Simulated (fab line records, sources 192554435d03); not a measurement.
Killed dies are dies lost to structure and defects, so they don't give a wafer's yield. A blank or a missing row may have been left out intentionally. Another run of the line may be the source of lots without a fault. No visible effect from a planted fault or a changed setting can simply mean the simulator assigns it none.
Which tool was responsible? -- flow n5-finfet -- Sampling: 24 lots, 72 wafers, 5 of 1938 route steps

== WHAT THE GAUGES READ, wafer by wafer ==
N5_BEOL_M12_RS_MEAS_54: uses a four-point probe to measure. Usual: for M12_RS the level is 0.0608 ohm/sq and the standard deviation is 0.0012.
lot,measured,on,M12_RS (ohm/sq),flag
L076,day 11 02:03,film-metro-01,0.0610 0.0582 0.0602,
L075,day 11 07:55,film-metro-01,0.0606 0.0591 0.0586,
L074,day 11 08:28,film-metro-01,0.0618 0.0613 0.0600,
L077,day 11 12:37,film-metro-01,0.0603 0.0593 0.0591,
L078,day 12 06:07,film-metro-02,0.0618 0.0622 0.0598,
L080,day 12 06:23,film-metro-01,0.0620 0.0604 0.0621,
L079,day 12 08:38,film-metro-01,0.0604 0.0621 0.0614,
L081,day 12 19:56,film-metro-02,0.0624 0.0617 0.0616,
L083,day 13 11:59,film-metro-02,0.0610 0.0598 0.0614,
L084,day 13 12:16,film-metro-01,0.0615 0.0598 0.0617,
L082,day 13 12:43,film-metro-01,0.0600 0.0613 0.0612,
L085,day 14 00:44,film-metro-02,0.0628 0.0623 0.0622,
L086,day 14 20:35,film-metro-02,0.0627 0.0576 0.0607,
L087,day 14 20:52,film-metro-01,0.0609 0.0608 0.0614,
L089,day 15 14:15,film-metro-02,0.0582 0.0583 0.0606,
L088,day 15 14:42,film-metro-02,0.0607 0.0606 0.0609,
L093,day 15 23:01,film-metro-01,0.0601 0.0581 0.0578,
L090,day 15 23:58,film-metro-02,0.0601 0.0614 0.0603,
L091,day 16 04:56,film-metro-02,0.0619 0.0617 0.0606,
L092,day 16 07:22,film-metro-01,0.0622 0.0581 0.0618,
L094,day 16 13:28,film-metro-01,0.0595 0.0600 0.0597,
L095,day 16 14:34,film-metro-02,0.0614 0.0620 0.0606,
L097,day 17 09:42,film-metro-01,0.0617 0.0605 0.0613,
L096,day 17 11:17,film-metro-01,0.0610 0.0612 0.0608,

N5_BEOL_M13_CD_MEAS_10 targets a cd of 190 nm. Usual: cd-nm at 189.5 nm, with a standard deviation of 1.5.
lot,measured,on,cd-nm (nm),flag
L076,day 11 02:41,cd-sem-03,189.8 190.1 188.4,
L075,day 11 08:26,cd-sem-01,190.9 188.6 189.3,
L074,day 11 09:07,cd-sem-03,191.5 189.7 192.2,
L077,day 11 13:16,cd-sem-03,190.6 191.1 193.1,
L078,day 12 06:37,cd-sem-01,187.2 188.2 188.6,
L080,day 12 06:55,cd-sem-01,191.4 187.7 188.9,
L079,day 12 09:16,cd-sem-02,189.5 192.1 189.8,
L081,day 12 20:35,cd-sem-02,188.7 188.8 188.6,
L083,day 13 12:38,cd-sem-01,189.4 191.0 188.0,
L084,day 13 12:47,cd-sem-02,189.5 191.2 191.0,
L082,day 13 13:25,cd-sem-02,190.5 191.8 188.5,
L085,day 14 01:16,cd-sem-01,190.2 190.4 188.3,
L086,day 14 21:07,cd-sem-03,188.4 189.2 188.0,
L087,day 14 21:30,cd-sem-02,190.0 188.9 188.9,
L089,day 15 14:54,cd-sem-03,186.9 188.3 187.2,
L088,day 15 15:20,cd-sem-02,191.3 190.4 190.1,
L093,day 15 23:40,cd-sem-01,189.3 189.4 188.4,
L090,day 16 00:29,cd-sem-03,188.8 190.2 187.9,
L091,day 16 05:35,cd-sem-03,188.0 189.6 188.9,
L092,day 16 07:53,cd-sem-01,187.6 188.0 189.9,
L094,day 16 13:59,cd-sem-02,191.7 187.9 190.8,
L095,day 16 15:05,cd-sem-02,189.3 191.0 187.8,
L097,day 17 10:20,cd-sem-01,188.4 187.6 187.8,
L096,day 17 11:48,cd-sem-02,188.0 188.3 188.6,

N5_BEOL_M13_INSPECT_12: inspects for defects (macro). Usual: raw-defect-count at 1.9, with a standard deviation of 1.4.
lot,measured,on,raw-defect-count,flag
L076,day 11 02:45,defect-inspect-01,2 0 2,
L075,day 11 08:30,defect-inspect-02,4 1 2,
L074,day 11 09:10,defect-inspect-02,0 1 1,
L077,day 11 13:19,defect-inspect-02,1 1 2,
L078,day 12 06:41,defect-inspect-01,4 6 2,
L080,day 12 06:58,defect-inspect-01,2 5 1,
L079,day 12 09:19,defect-inspect-01,2 1 2,
L081,day 12 20:38,defect-inspect-01,3 0 3,
L083,day 13 12:41,defect-inspect-01,1 1 1,
L084,day 13 12:50,defect-inspect-01,3 2 2,
L082,day 13 13:28,defect-inspect-01,0 3 1,
L085,day 14 01:19,defect-inspect-01,1 1 1,
L086,day 14 21:10,defect-inspect-01,3 2 3,
L087,day 14 21:34,defect-inspect-01,1 1 2,
L089,day 15 14:57,defect-inspect-01,2 2 3,
L088,day 15 15:23,defect-inspect-02,3 1 2,
L093,day 15 23:43,defect-inspect-01,0 0 2,
L090,day 16 00:32,defect-inspect-02,1 3 1,
L091,day 16 05:38,defect-inspect-02,0 2 0,
L092,day 16 07:56,defect-inspect-01,4 2 0,
L094,day 16 14:02,defect-inspect-02,1 1 1,
L095,day 16 15:08,defect-inspect-01,3 3 3,
L097,day 17 10:23,defect-inspect-01,5 0 4,
L096,day 17 11:51,defect-inspect-01,2 3 2,

N5_BEOL_M13_THK_MEAS_50: measures by xrf. Usual: for M13_THK the level is 419 nm and the standard deviation is 10.
lot,measured,on,M13_THK (nm),flag
L076,day 11 08:11,film-metro-01,399 409 418,
L075,day 11 11:52,film-metro-02,406 416 434,
L074,day 11 13:23,film-metro-02,411 422 407,
L077,day 11 17:37,film-metro-02,412 407 413,
L078,day 12 15:51,film-metro-02,409 429 432,
L080,day 12 15:24,film-metro-01,432 412 404,
L079,day 12 17:44,film-metro-02,427 411 437,
L081,day 13 05:05,film-metro-01,409 420 418,
L083,day 13 18:31,film-metro-01,428 425 422,
L084,day 14 00:19,film-metro-01,410 399 401,
L082,day 14 00:22,film-metro-01,411 420 430,
L085,day 14 08:20,film-metro-01,422 422 412,
L086,day 15 02:02,film-metro-02,421 421 425,
L087,day 15 02:08,film-metro-01,407 423 427,
L089,day 15 18:20,film-metro-01,407 436 405,
L088,day 15 19:14,film-metro-02,421 421 428,
L093,day 16 03:56,film-metro-02,430 412 442,
L090,day 16 07:56,film-metro-01,428 398 417,
L091,day 16 09:43,film-metro-01,406 425 409,
L092,day 16 13:56,film-metro-01,411 401 422,
L094,day 16 17:15,film-metro-02,421 423 418,
L095,day 16 22:29,film-metro-02,409 417 423,
L097,day 17 20:23,film-metro-02,422 417 436,
L096,day 17 20:46,film-metro-02,414 432 416,

== WHICH TOOL RAN EACH LOT (tool, then ch and the chambers of the sampled wafers, then the start) ==
lot,N5_BEOL_M12_ANNEAL_48
L076,"rtp-anneal-01 ch 0, day 11 01:23"
L075,"rtp-anneal-01 ch 0, day 11 07:18"
L074,"rtp-anneal-01 ch 0, day 11 07:53"
L077,"rtp-anneal-02 ch 0, day 11 11:59"
L078,"rtp-anneal-01 ch 0, day 12 05:23"
L080,"rtp-anneal-01 ch 0, day 12 05:40"
L079,"rtp-anneal-01 ch 0, day 12 07:55"
L081,"rtp-anneal-01 ch 0, day 12 19:14"
L083,"rtp-anneal-01 ch 0, day 13 11:22"
L084,"rtp-anneal-01 ch 0, day 13 11:38"
L082,"rtp-anneal-01 ch 0, day 13 11:59"
L085,"rtp-anneal-02 ch 0, day 14 00:01"
L086,"rtp-anneal-01 ch 0, day 14 19:52"
L087,"rtp-anneal-01 ch 0, day 14 20:08"
L089,"rtp-anneal-02 ch 0, day 15 13:38"
L088,"rtp-anneal-01 ch 0, day 15 13:59"
L093,"rtp-anneal-02 ch 0, day 15 22:17"
L090,"rtp-anneal-02 ch 0, day 15 23:13"
L091,"rtp-anneal-02 ch 0, day 16 04:13"
L092,"rtp-anneal-01 ch 0, day 16 06:38"
L094,"rtp-anneal-01 ch 0, day 16 12:49"
L095,"rtp-anneal-02 ch 0, day 16 13:51"
L097,"rtp-anneal-01 ch 0, day 17 09:04"
L096,"rtp-anneal-02 ch 0, day 17 10:27"
- N5_BEOL_M12_ANNEAL_48: time 90 s.

== AS READ BY THE TOOLS THEMSELVES (means over the sampled wafers that have a number; for cases with no such wafer, the mark the record gives instead) ==
N5_BEOL_M12_ANNEAL_48. Usual: wafer_temp_C_max at 226.28, with a standard deviation of 0.28.
lot,tool,wafer_temp_C_max,flag
L076,rtp-anneal-01,226.10,
L075,rtp-anneal-01,226.30,
L074,rtp-anneal-01,226.73,
L077,rtp-anneal-02,226.26,
L078,rtp-anneal-01,226.40,
L080,rtp-anneal-01,226.41,
L079,rtp-anneal-01,226.15,
L081,rtp-anneal-01,226.38,
L083,rtp-anneal-01,226.60,
L084,rtp-anneal-01,226.33,
L082,rtp-anneal-01,226.31,
L085,rtp-anneal-02,226.15,
L086,rtp-anneal-01,226.51,
L087,rtp-anneal-01,225.93,
L089,rtp-anneal-02,226.07,
L088,rtp-anneal-01,226.82,
L093,rtp-anneal-02,226.20,
L090,rtp-anneal-02,225.85,
L091,rtp-anneal-02,226.39,
L092,rtp-anneal-01,226.37,
L094,rtp-anneal-01,226.15,
L095,rtp-anneal-02,226.28,
L097,rtp-anneal-01,226.33,
L096,rtp-anneal-02,226.10,

== THE ANSWER, worked out from the rows above alone ==
Rule: lot off if the mean of its wafers having a number is beyond 3 standard deviations from the usual mean. Also off: a lot with no number at a reading for which 4 or more lots have one. The other lots that the step has rows for count as sound. The gauges are gone through in route order, then the tools' own readings, and for those a lot's mean is taken as printed above. The first step at which some lot is off is used, and at that step the reading that is off furthest; a lot without a number counts as furthest.
None of the lots is off at any reading shown; this tells nothing.

== WHAT THE SIMULATOR HAD PUT IN ==
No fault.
